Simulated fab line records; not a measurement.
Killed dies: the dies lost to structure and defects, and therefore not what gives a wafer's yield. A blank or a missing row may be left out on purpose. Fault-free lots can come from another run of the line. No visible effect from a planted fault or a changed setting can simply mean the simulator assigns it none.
3 desks looking at one fault    flow n5Finfet    every desk sees just its own numbers, and what lay behind them comes last

## THE METROLOGY DESK
What the gauges read, lot by lot, whatever tool the lot ran on: means of the sampled wafers that have a number. A lot is out of limits, marked OUT, if its mean lies more than 4 standard deviations from the usual mean; the brackets give that distance.
Columns: A = M6_RS at N5_BEOL_M6_RS_MEAS_57, usual 0.285 ohm/sq; B = M7_ILD_THK at N5_BEOL_M7_THK_MEAS_01, usual 155.0 nm; C = cdNm at N5_BEOL_M7_CD_MEAS_11, usual 38.7 nm; D = M7_OVL at N5_BEOL_M7_OVL_MEAS_12, usual 0.4 nm
lot   first seen here  A      B      C     D
L631  day 11 00:58     0.278  154.7  39.1  -0.8
L629  day 11 04:59     0.290  151.8  39.1  0.5
L636  day 13 13:49     0.279  155.8  38.3  -1.0
L637  day 13 14:35     0.286  156.4  39.2  -0.1
L640  day 14 06:26     0.279  155.0  38.3  -0.7
L644  day 14 16:36     0.279  152.5  38.4  1.7
This desk's verdict: no lot among the 6 shows anything out of limits.

## DESK OF THE TOOL OWNER: arfiScanner-02
The tool's own readings at N5_BEOL_M7_EXPOSE_08 (exposes mask M7): means of the sampled wafers that have a number, for each lot that ran on this tool. A lot is out of limits, marked OUT, if its mean lies more than 4 standard deviations from the usual mean; the brackets give that distance.
Columns: A = exposureDoseMJCm2 at N5_BEOL_M7_EXPOSE_08, usual 68.19
lot   first seen here  A
L631  day 11 03:10     68.16
L636  day 13 16:42     66.28 (-29) OUT
L640  day 14 08:11     66.56 (-25) OUT
This desk finds L636, L640 out of limits, L636 being first, at day 13 16:42 (exposureDoseMJCm2 at N5_BEOL_M7_EXPOSE_08). L631: within limits.

## THE DEFECT DESK
For each lot, the counts of the inspections along the route, averaged over the sampled wafers that have a number. A lot is out of limits, marked OUT, if its mean lies more than 4 standard deviations from the usual mean; the brackets give that distance.
Columns: A = rawDefectCount at N5_BEOL_M6_INSPECT_58, usual 71; B = rawDefectCount at N5_BEOL_M7_INSPECT_13, usual 415
lot   first seen here  A   B
L631  day 11 00:59     68  450
L629  day 11 05:01     66  418
L636  day 13 13:51     42  354
L637  day 13 14:37     49  396
L640  day 14 06:28     55  446
L644  day 14 16:37     58  390
This desk's verdict: no lot among the 6 shows anything out of limits.

## BROUGHT TOGETHER
On L636, L640, at day 13 16:42, an alarm was possible from the tool owner's desk.
The metrology desk saw nothing out of limits.
Nothing out of limits was seen by the defect desk.
The metrology desk holds a record of L636, L640, inside its limits.
The defect desk has L636, L640 on record, within its limits.
Of the lots named, all ran N5_BEOL_M7_EXPOSE_08 on arfiScanner-02.

## WHAT THE SIMULATOR HAD INSERTED
Process parameter drift: arfiScanner-02, from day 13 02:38 on, at N5_BEOL_M7_EXPOSE_08. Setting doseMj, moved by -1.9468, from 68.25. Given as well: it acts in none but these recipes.
Struck lots among those shown: L636, L640.
How many hours passed from the start of the fault until each desk's first out-of-limits reading: the tool owner's desk, 14.
